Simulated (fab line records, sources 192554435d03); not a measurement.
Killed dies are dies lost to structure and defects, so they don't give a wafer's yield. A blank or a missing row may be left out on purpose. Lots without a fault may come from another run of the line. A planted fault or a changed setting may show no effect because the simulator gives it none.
Which tool did it? | flow n5_finfet | 11 lots, 31 wafers sampled, at 5 steps of a route of 1938

WHAT THE GAUGES READ, wafer by wafer
N5_BEOL_M4_RC_MEAS_101. Usual: DIBL_N 35.8 mV/V, standard deviation 2.2; DIBL_P 35.3 mV/V, standard deviation 2.7; IOFF_N 0.16 nA/um, standard deviation 0.043; IOFF_P 0.21 nA/um, standard deviation 0.043; ION_N 676 uA/um, standard deviation 15; ION_P 463 uA/um, standard deviation 9.1; SS_N 71.4 mV/dec, standard deviation 0.77; SS_P 73.0 mV/dec, standard deviation 0.79; VT_N 250 mV, standard deviation 4; VT_P -249.8 mV, standard deviation 2.8.
lot  | measured     | on        | DIBL_N (mV/V)  | DIBL_P (mV/V)  | IOFF_N (nA/um) | IOFF_P (nA/um) | ION_N (uA/um) | ION_P (uA/um) | SS_N (mV/dec)  | SS_P (mV/dec)  | VT_N (mV)   | VT_P (mV)            | flag
L130 | day 8 17:34  | prober-01 | 33.6 35.9 35.9 | 32.6 34.8 34.9 | 0.11 0.14 0.14 | 0.16 0.20 0.20 | 674 674 691   | 460 461 472   | 70.4 71.5 71.7 | 72.6 72.8 73.2 | 254 252 251 | -251.9 -248.7 -249.1 |
L131 | day 9 01:29  | prober-02 | 29.6 38.5 38.8 | 29.3 39.2 39.7 | 0.08 0.23 0.24 | 0.13 0.27 0.27 | 641 693 691   | 453 474 465   | 70.4 71.8 72.6 | 72.0 74.0 74.1 | 259 244 245 | -254.3 -245.1 -245.0 |
L134 | day 10 00:14 | prober-02 | 37.4 38.7      | 36.2 38.2      | 0.17 0.19      | 0.24 0.28      | 681 695       | 474 475       | 71.5 72.6      | 73.3 73.8      | 251 247     | -248.1 -247.4        |
L135 | day 9 20:19  | prober-01 | 35.9 36.5      | 37.5 38.6      | 0.16 0.16      | 0.20 0.23      | 672 661       | 460 454       | 71.6 71.9      | 73.0 73.5      | 249 250     | -250.0 -248.3        |
L148 | day 13 06:09 | prober-01 | 33.9 36.2 34.3 | 34.6 37.2 35.1 | 0.12 0.16 0.13 | 0.18 0.22 0.19 | 672 685 685   | 462 471 471   | 71.1 72.0 70.7 | 72.8 73.3 72.5 | 251 247 251 | -249.1 -249.4 -250.4 |
L149 | day 13 21:52 | prober-01 | 34.8 34.6 37.2 | 32.2 30.8 34.4 | 0.11 0.10 0.14 | 0.18 0.16 0.21 | 671 649 669   | 458 457 468   | 71.5 71.3 71.7 | 72.6 72.3 73.1 | 254 258 252 | -251.6 -251.8 -248.4 |
L150 | day 13 22:04 | prober-02 | 33.6 34.4 37.1 | 33.1 32.8 36.3 | 0.12 0.14 0.17 | 0.17 0.16 0.21 | 673 679 673   | 463 453 449   | 70.5 71.0 72.3 | 72.1 72.0 73.5 | 251 252 250 | -255.0 -253.8 -249.5 |
L151 | day 14 02:41 | prober-01 | 35.3 35.0 35.3 | 33.6 31.5 33.0 | 0.14 0.12 0.14 | 0.21 0.16 0.18 | 667 660 682   | 466 459 466   | 71.1 71.0 71.3 | 72.9 72.0 72.1 | 249 254 251 | -250.5 -252.2 -250.8 |
L152 | day 14 04:58 | prober-02 | 32.9 33.3 36.5 | 32.4 34.0 36.4 | 0.11 0.13 0.17 | 0.15 0.18 0.21 | 637 674 658   | 436 458 450   | 70.9 71.1 72.3 | 71.5 72.9 73.1 | 255 248 249 | -254.5 -248.6 -250.6 |

WHICH TOOL RAN EACH LOT (tool, then ch and the chambers of the sampled wafers, then the start)
lot  | N5_DUMMY_GATE_ETCH_36             | N5_DUMMY_GATE_STRIP_48            | N5_SPACER0_ALD_07                | N5_SPACER0_ALD_00
L130 | rie_diel-06 ch 1,3, day 3 06:07   | rie_diel-03 ch 1,2, day 3 06:59   | ald_sin-02 ch 0,2,3, day 3 07:13 | ald_sin-02 ch 0,2,3, day 3 07:22
L131 | rie_diel-06 ch 0,1,2, day 3 11:20 | rie_diel-03 ch 1,3, day 3 12:25   | ald_sin-02 ch 0,2,3, day 3 13:31 | ald_sin-02 ch 0,2,3, day 3 13:40
L134 | rie_diel-06 ch 1,3, day 4 04:28   | rie_diel-03 ch 3, day 4 05:31     | ald_sin-03 ch 0,1, day 4 05:47   | ald_sin-03 ch 0,1, day 4 05:56
L135 | rie_diel-03 ch 0,2, day 4 09:40   | rie_diel-03 ch 0,3, day 4 10:32   | ald_sin-03 ch 2, day 4 11:14     | ald_sin-03 ch 2, day 4 11:24
L144 | rie_diel-05 ch 0,2,3, day 6 15:43 | rie_diel-05 ch 0,1, day 6 16:38   | ald_sin-04 ch 0,2, day 6 16:52   | ald_sin-04 ch 0,2, day 6 17:01
L145 | rie_diel-03 ch 1,2,3, day 6 23:30 | rie_diel-03 ch 1,2, day 7 00:22   | ald_sin-04 ch 0,3, day 7 00:35   | ald_sin-04 ch 0,3, day 7 00:44
L148 | rie_diel-06 ch 1,2,3, day 7 16:01 | rie_diel-05 ch 0,2,3, day 7 16:56 | ald_sin-02 ch 2,3, day 7 17:34   | ald_sin-02 ch 2,3, day 7 17:43
L149 | rie_diel-03 ch 1,2,3, day 7 22:21 | rie_diel-06 ch 0,1,2, day 7 23:14 | ald_sin-02 ch 0,1,3, day 7 23:28 | ald_sin-02 ch 0,1,3, day 7 23:37
L150 | rie_diel-06 ch 0,1,2, day 8 07:11 | rie_diel-06 ch 0,1,2, day 8 08:05 | ald_sin-04 ch 0,2,3, day 8 08:22 | ald_sin-04 ch 0,2,3, day 8 08:34
L151 | rie_diel-03 ch 0,3, day 8 09:37   | rie_diel-06 ch 0,1, day 8 10:31   | ald_sin-04 ch 0,2, day 8 10:44   | ald_sin-04 ch 0,2, day 8 10:53
L152 | rie_diel-05 ch 0,1,2, day 8 19:07 | rie_diel-03 ch 0,2,3, day 8 19:58 | ald_sin-02 ch 1,3, day 8 20:28   | ald_sin-02 ch 1,3, day 8 20:38
- N5_DUMMY_GATE_ETCH_36: etches SiARC in CF4, target depth 13 nm.
- N5_DUMMY_GATE_STRIP_48: strips in N2/H2, time 20 s.
- N5_SPACER0_ALD_07: deposits SiNx, target thk 2 nm.
- N5_SPACER0_ALD_00: deposits SiOCN, target thk 3.5 nm, pulse time 3 s, purge time 2 s.

WHAT THE TOOLS THEMSELVES READ (means of the sampled wafers that have a number; where no wafer has one, the mark that the record gives instead)
N5_DUMMY_GATE_ETCH_36. Usual: drypump_motor_current_A 5.81 A, standard deviation 0.3; oes_product_au 0.79 a.u., standard deviation 0.079; rf_vpp_V 183.6 V, standard deviation 1.1; showerhead_plenum_p_Torr 2.11 Torr, standard deviation 0.056; throttle_valve_pct 15.66 %, standard deviation 0.19.
lot  | tool        | drypump_motor_current_A (A) | oes_product_au (a.u.) | rf_vpp_V (V) | showerhead_plenum_p_Torr (Torr) | throttle_valve_pct (%) | flag
L130 | rie_diel-06 | 5.70                        | 0.80                  | 183.2        | 2.06                            | 15.52                  |
L131 | rie_diel-06 | 5.52                        | 0.83                  | 183.7        | 2.07                            | 15.57                  |
L134 | rie_diel-06 | 5.75                        | 0.80                  | 183.7        | 2.06                            | 15.52                  |
L135 | rie_diel-03 | 6.23                        | 0.70                  | 183.5        | 2.08                            | 15.69                  |
L144 | rie_diel-05 | 5.58                        | 0.85                  | 184.4        | 2.18                            | 15.78                  |
L145 | rie_diel-03 | 5.91                        | 0.76                  | 182.7        | 2.09                            | 15.72                  |
L148 | rie_diel-06 | 5.61                        | 0.76                  | 183.8        | 2.05                            | 15.72                  |
L149 | rie_diel-03 | 5.91                        | 0.76                  | 183.7        | 2.09                            | 15.74                  |
L150 | rie_diel-06 | 5.51                        | 0.79                  | 183.4        | 2.06                            | 15.64                  |
L151 | rie_diel-03 | 5.93                        | 0.81                  | 182.3        | 2.07                            | 15.71                  |
L152 | rie_diel-05 | 5.52                        | 0.81                  | 184.1        | 2.19                            | 15.76                  |

N5_DUMMY_GATE_STRIP_48. Usual: drypump_motor_current_A 5.78 A, standard deviation 0.29; oes_product_au 0.78 a.u., standard deviation 0.075; rf_vpp_V 45.2 V, standard deviation 0.87; showerhead_plenum_p_Torr 3.33 Torr, standard deviation 0.098; throttle_valve_pct 12.25 %, standard deviation 0.22.
lot  | tool        | drypump_motor_current_A (A) | oes_product_au (a.u.) | rf_vpp_V (V) | showerhead_plenum_p_Torr (Torr) | throttle_valve_pct (%) | flag
L130 | rie_diel-03 | 6.03                        | 0.75                  | 45.0         | 3.30                            | 12.13                  |
L131 | rie_diel-03 | 5.79                        | 0.79                  | 45.3         | 3.32                            | 12.32                  |
L134 | rie_diel-03 | 5.71                        | 0.79                  | 45.2         | 3.27                            | 12.40                  |
L135 | rie_diel-03 | 6.07                        | 0.73                  | 44.6         | 3.29                            | 12.41                  |
L144 | rie_diel-05 | 5.69                        | 0.84                  | 45.6         | 3.51                            | 12.17                  |
L145 | rie_diel-03 | 6.03                        | 0.73                  | 45.3         | 3.29                            | 12.23                  |
L148 | rie_diel-05 | 5.61                        | 0.86                  | 45.7         | 3.41                            | 12.27                  |
L149 | rie_diel-06 | 5.53                        | 0.77                  | 45.1         | 3.26                            | 12.31                  |
L150 | rie_diel-06 | 5.53                        | 0.77                  | 44.8         | 3.26                            | 12.32                  |
L151 | rie_diel-06 | 5.60                        | 0.84                  | 45.2         | 3.29                            | 12.06                  |
L152 | rie_diel-03 | 6.07                        | 0.79                  | 45.6         | 3.26                            | 12.18                  |

N5_SPACER0_ALD_07. Usual: chamber_pressure_Torr 1.999 Torr, standard deviation 0.0043; heater_power_outer_w 509 W, standard deviation 55; heater_power_w 848 W, standard deviation 65.
lot  | tool       | chamber_pressure_Torr (Torr) | heater_power_outer_w (W) | heater_power_w (W) | flag
L130 | ald_sin-02 | 1.999                        | 478                      | 812                |
L131 | ald_sin-02 | 2.003                        | 475                      | 810                |
L134 | ald_sin-03 | 2.005                        | 602                      | 936                |
L135 | ald_sin-03 | 1.992                        | 535                      | 910                |
L144 | ald_sin-04 | 1.998                        | 478                      | 792                |
L145 | ald_sin-04 | 1.995                        | 502                      | 831                |
L148 | ald_sin-02 | 1.995                        | 456                      | 815                |
L149 | ald_sin-02 | 2.005                        | 524                      | 865                |
L150 | ald_sin-04 | 1.999                        | 489                      | 804                |
L151 | ald_sin-04 | 2.003                        | 474                      | 808                |
L152 | ald_sin-02 | 2.002                        | 543                      | 906                |

N5_SPACER0_ALD_00. Usual: chamber_pressure_Torr 2.000 Torr, standard deviation 0.0046; heater_power_outer_w 508 W, standard deviation 55; heater_power_w 849 W, standard deviation 67; precursor_pulse_height_rel 1.000, standard deviation 0.02.
lot  | tool       | chamber_pressure_Torr (Torr) | heater_power_outer_w (W) | heater_power_w (W) | precursor_pulse_height_rel | flag
L130 | ald_sin-02 | 1.998                        | 483                      | 830                | 1.004                      |
L131 | ald_sin-02 | 1.998                        | 480                      | 813                | 1.004                      |
L134 | ald_sin-03 | 2.003                        | 600                      | 963                | 0.989                      |
L135 | ald_sin-03 | 1.999                        | 542                      | 922                | 0.985                      |
L144 | ald_sin-04 | -                            | -                        | -                  | -                          | OFF
L145 | ald_sin-04 | -                            | -                        | -                  | -                          | OFF
L148 | ald_sin-02 | 1.999                        | 460                      | 811                | 0.993                      |
L149 | ald_sin-02 | 2.000                        | 521                      | 845                | 1.005                      |
L150 | ald_sin-04 | 2.003                        | 495                      | 821                | 1.004                      |
L151 | ald_sin-04 | 1.997                        | 474                      | 810                | 1.019                      |
L152 | ald_sin-02 | 2.004                        | 543                      | 902                | 1.009                      |

THE ANSWER, worked out from the rows above alone
Rule: a lot is off if the mean of its wafers that have a number lies more than 3 standard deviations from the usual mean. A lot without any number at a reading at which 4 lots or more have one is off too. The other lots that the step has rows for count as sound. The gauges are gone through in route order, then the tools' own readings, and for those a lot's mean is taken as printed above. The first step at which some lot is off is used, and at that step the reading that is off furthest; a lot without a number counts as furthest.
Off: L144, L145, at N5_SPACER0_ALD_00 (chamber_pressure_Torr). Without a number there: L144, L145.
A tool fits if, at that step or a process step before it, it ran every lot that is off, and no sound lot after the first of them. None of those tried fits.

WHAT THE SIMULATOR HAD PUT IN
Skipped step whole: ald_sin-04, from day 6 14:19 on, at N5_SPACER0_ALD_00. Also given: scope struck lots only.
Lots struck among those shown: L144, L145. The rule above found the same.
